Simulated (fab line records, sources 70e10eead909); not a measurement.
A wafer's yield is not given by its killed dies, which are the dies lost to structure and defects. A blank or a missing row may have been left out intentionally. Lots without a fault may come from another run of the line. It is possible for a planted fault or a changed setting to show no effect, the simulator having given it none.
Chamber matching -- flow nand harc -- NHARC_A_CHANNEL_FILL_D1_ETCHBACK_20 on rie diel-09: 4 sister chambers
The step etches the open film in C4F8/O2/Ar, target depth 27 nm, time 13.5 s. 4 wafers are shown with their chamber, then 11 later ones without.

== EACH WAFER AND ITS CHAMBER ==
wafer,chamber,rf vpp V (V)
L087.1,3,979
L087.2,2,986
L087.6,1,979
L089.1,0,984

== WAFERS MISSING THEIR CHAMBER ==
wafer,rf vpp V (V)
L089.3,980
L089.6,985
L090.1,978
L090.3,979
L090.5,985
L093.1,979
L093.2,985
L093.3,980
L095.2,980
L095.3,985
L095.6,985

== EACH ONE'S CHAMBER ==
wafer,from the rows above,in truth
L089.3,can't be placed: 1 or 3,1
L089.6,can't be placed: 0 or 2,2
L090.1,can't be placed: 1 or 3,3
L090.3,can't be placed: 1 or 3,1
L090.5,can't be placed: 0 or 2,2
L093.1,can't be placed: 1 or 3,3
L093.2,can't be placed: 0 or 2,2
L093.3,can't be placed: 1 or 3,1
L095.2,can't be placed: 1 or 3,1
L095.3,can't be placed: 0 or 2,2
L095.6,can't be placed: 0 or 2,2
Correct placement for 0 of the 11. Not placeable from these rows: 11 (in 11, the candidates include the true chamber). Placed wrongly: 0.
How it was worked out, from the rows above alone: a wafer's distance from a chamber is the root of the sum, over the readings, of the square of ((its reading less the chamber's mean) divided by the reading's scatter). The wafer belongs to the nearest chamber; if the next one is less than 2 further off, it can't be placed. A chamber's mean is the mean of its shown wafers. The scatter: with one shown wafer a chamber, the root of the mean of the squares of how far each hidden wafer lies from its nearest shown one.
